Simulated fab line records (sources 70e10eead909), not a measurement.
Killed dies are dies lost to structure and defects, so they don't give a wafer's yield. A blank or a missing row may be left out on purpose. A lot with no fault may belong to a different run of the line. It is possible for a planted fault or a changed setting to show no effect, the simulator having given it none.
A lot that was struck, set against a sound lot    flow nand-harc    37 out of 1302 route steps
Sound: wafers L854.1, L854.5, L854.6. Struck: wafers L844.3, L844.6. (L844.2 of the same lot was not struck and is left out.) The cause comes at the end.
At each step with rows: each side's tool, then ch and its chambers, then its first start. Under that, the readings that differ: sound wafers    struck wafers    difference of the means    sigmas: that difference in standard deviations of wafers without a fault.
alike: readings with means less than 2 such deviations apart, plus words and numbers identical on both sides. not compared: withheld readings, readings lacking a value on some wafer, bounds such as >300 that could conceal the same value, and numbers that have no deviation in the record and whose values overlap.
Wherever a step has rows on one side only, a row that says differs or no value, or a row with sigmas, the two part there. When numbers do not overlap yet have no deviation, they are printed without sigmas and do not part them. Lack of a reading on every wafer of one side parts them only where that side has two or more wafers.

first, 6 steps without rows for these wafers: NHARC_A_SLIT_ETCH_26 (etches the open film in C4F8/O2/Ar, time 90 s, target depth 400 nm); NHARC_A_SLIT_STRIP_28 (strips in O2/COS); NHARC_A_SLIT_ETCH_29 (etches the open film in CF4/O2, target depth 100 nm, overetch 10 nm, time 55 s); NHARC_A_SLIT_STRIP_18 (strips in O2); NHARC_A_SLIT_PRECLEAN_19 (cleans in SC1); NHARC_A_SLIT_SRD_20.
NHARC_A_SLIT_CD_MEAS_21:
  sound: cd-sem-03 at day 26 13:30; struck: cd-sem-01 at day 22 23:43
  alike: cd-nm
then, 3 steps without rows for these wafers: NHARC_A_SIN_REMOVE_WET_00 (chemistry H3PO4, time 15300 s); NHARC_A_SIN_REMOVE_PRECLEAN_01 (cleans in SC1); NHARC_A_SIN_REMOVE_SRD_02.
NHARC_A_SIN_REMOVE_INSPECT_04:
  sound: defect-inspect-01 at day 26 19:56; struck: defect-inspect-02 at day 23 06:20
reading           sound        struck   difference  sigmas
raw-defect-count  860 488 430  409 388  -194        -2
NHARC_A_WL_FILL_ALD_00: deposits Al2O3, target thk 3 nm, pulse time 3 s, ald cycles 30.
  sound on ald-hk-03 ch 0,2,3, day 26 20:05; struck on ald-hk-01 ch 2, day 23 06:26
  alike: heater-power-w, precursor-pulse-height-rel, susceptor-temp-C
then, 2 steps without rows for these wafers: NHARC_A_WL_FILL_RTA_01 (time 5 s); NHARC_A_WL_FILL_ALD_02 (deposits TiN, target thk 2 nm, pulse time 3 s, ald cycles 100).
NHARC_A_WL_FILL_CVD_03: deposits W, target thk 40 nm, time 279 s.
  sound on cvd-w-01 ch 0,1, day 26 20:59; struck on cvd-w-02 ch 0,1, day 23 07:36
  alike: heater-power-w, mfc-h2-sccm, susceptor-temp-C, throttle-valve-pct
then, 1 step without rows for these wafers: NHARC_A_WL_FILL_ETCHBACK_04 (etches the open film in NF3, target depth 60 nm, time 120 s).
NHARC_A_WL_FILL_ETCHBACK_05: etches the open film in Cl2/BCl3, target depth 22 nm, time 60 s.
  sound on rie-metal-02 ch 0,1, day 26 21:37; struck on rie-metal-01 ch 0, day 23 08:14
reading                sound              struck       difference  sigmas
oes-product-au (a.u.)  0.979 0.978 0.983  0.998 1.016  +0.027      +2
  alike: chamber-pressure-mTorr, drypump-motor-current-A
  not compared: rf-hours-counter-h
NHARC_A_WL_FILL_STRIP_27: strips in N2/H2, time 20 s.
  sound on plasma-asher-01 ch 0,1, day 26 21:46; struck on plasma-asher-02 ch 0,1, day 23 08:22
  alike: drypump-motor-current-A, heater-power-w
  not compared: rf-hours-counter-h
then, 4 steps without rows for these wafers: NHARC_A_WL_FILL_STRIP_28 (strips in post etch residue remover, time 1200 s); NHARC_A_WL_FILL_PRECLEAN_06 (cleans in DIW, time 300 s); NHARC_A_WL_FILL_SRD_07; NHARC_A_WL_FILL_ANNEAL_08 (time 1800 s).
NHARC_A_WL_FILL_ALD_10: deposits SiO2, target thk 50 nm, pulse time 10 s, ald cycles 500.
  sound on ald-hk-03 ch 0,1,2, day 27 04:02; struck on ald-hk-04 ch 3, day 23 14:27
reading                     sound              struck         difference                    sigmas
precursor-pulse-height-rel  1.012 1.032 1.023  0.957 1.001    -0.043                        -2
susceptor-temp-C (C)        - - -              300.02 300.16  no value on the sound wafers  
  alike: heater-power-w
then, 6 steps without rows for these wafers: NHARC_A_WL_FILL_ETCHBACK_16 (etches the open film in C4F8/O2/Ar, target depth 120 nm, time 24 s); NHARC_A_WL_FILL_STRIP_29 (strips in O2, time 20 s); NHARC_A_WL_FILL_ETCHBACK_17 (etches the open film in Cl2/BCl3, target depth 4 nm, time 26.7 s); NHARC_A_WL_FILL_PRECLEAN_18 (cleans in dHF, time 30 s); NHARC_A_WL_FILL_SRD_21; NHARC_A_WL_FILL_CVD_23 (deposits poly-Si, target thk 40 nm, time 800 s).
NHARC_A_WL_FILL_ETCHBACK_26: etches the open film in HBr, target depth 52 nm, time 13.3 s.
  sound on rie-si-01 ch 0,2,3, day 27 13:17; struck on rie-si-06 ch 1,3, day 24 00:32
  alike: chamber-pressure-mTorr, drypump-motor-current-A, oes-product-au, throttle-valve-pct
  not compared: rf-hours-counter-h
then, 6 steps without rows for these wafers: NHARC_A_WL_FILL_PRECLEAN_30 (cleans in dHF, time 10 s); NHARC_A_WL_FILL_SRD_14; NHARC_A_WL_FILL_ALD_19 (deposits TiN, target thk 2 nm, pulse time 3 s, ald cycles 100); NHARC_A_WL_FILL_CVD_20 (deposits W, target thk 100 nm, time 74 s); NHARC_A_WL_FILL_CMP_12 (polishes, t overpolish 30 s, target thk 100 nm); NHARC_A_WL_FILL_SRD_31.
-- jump in the record: it breaks off in module A_WL_FILL and resumes in module END (first step shown: number 1302 of the route), and 4 days separate the struck wafers' starts before and after --
NHARC_END_SORT_01:
  here the record holds rows for the struck wafers (prober-01 ch 0, day 27 15:38) but none for the sound ones

WHERE THEY PART
Earliest at NHARC_A_SIN_REMOVE_INSPECT_04; latest, in this record, at NHARC_END_SORT_01.

WHY: the cause the simulator had injected
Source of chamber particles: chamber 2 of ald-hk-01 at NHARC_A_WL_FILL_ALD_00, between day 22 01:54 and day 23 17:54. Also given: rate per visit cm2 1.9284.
